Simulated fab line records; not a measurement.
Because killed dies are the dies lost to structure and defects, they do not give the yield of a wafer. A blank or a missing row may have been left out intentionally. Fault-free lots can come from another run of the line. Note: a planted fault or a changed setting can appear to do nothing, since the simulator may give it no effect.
Which tool is to blame? | flow nand harc | 6 lots with 18 wafers sampled at 2 steps, on a route of 1302 steps

## WHAT EACH GAUGE READ, for each wafer
NHARC_THIN_TSV_CD_MEAS_12: the cd target is 1000 nm.
lot  | measured     | on        | cd nm (nm)
L614 | day 24 19:19 | cd sem-02 | 998.6 1002.4 1001.1
L622 | day 27 15:37 | cd sem-03 | 998.6 998.1 999.7
L627 | day 30 00:07 | cd sem-01 | 999.2 999.6 1000.2
L630 | day 32 02:32 | cd sem-03 | 997.9 1000.7 999.6
L631 | day 32 13:19 | cd sem-02 | 997.9 1000.0 998.1
L634 | day 33 15:56 | cd sem-01 | 1000.3 1000.2 998.3

## WHAT TOOL EACH LOT RAN ON (gives the tool, then ch and the chambers of the sampled wafers, and finally the start)
lot  | NHARC_THIN_TSV_CMP_01
L614 | cmp-01 ch 1,2, day 24 18:01
L622 | cmp-03 ch 0,2,3, day 27 14:20
L627 | cmp-01 ch 0,1,3, day 29 22:51
L630 | cmp-01 ch 0,3, day 32 01:15
L631 | cmp-04 ch 2,3, day 32 12:00
L634 | cmp-03 ch 0,2,3, day 33 14:38
- NHARC_THIN_TSV_CMP_01: polishes.

## THE ANSWER, worked out from the rows above alone
Rule: the lots themselves supply what counts as usual. The widest of any qualifying gaps counts: lots, ordered by their means at a reading, are off when they make up no more than a third of the lots, leave a main group of 4 or more, and stand apart from it by 3 or more times the standard deviation of that group's means. The tables above print the reading to a certain number of digits; a main group whose means all agree to those digits is not used. A lot without any number at a reading at which 4 lots or more have one is off too. The other lots that the step has rows for count as sound.
Nothing can be told from this: no lot is off at any reading shown.

## WHAT THE SIMULATOR PUT IN
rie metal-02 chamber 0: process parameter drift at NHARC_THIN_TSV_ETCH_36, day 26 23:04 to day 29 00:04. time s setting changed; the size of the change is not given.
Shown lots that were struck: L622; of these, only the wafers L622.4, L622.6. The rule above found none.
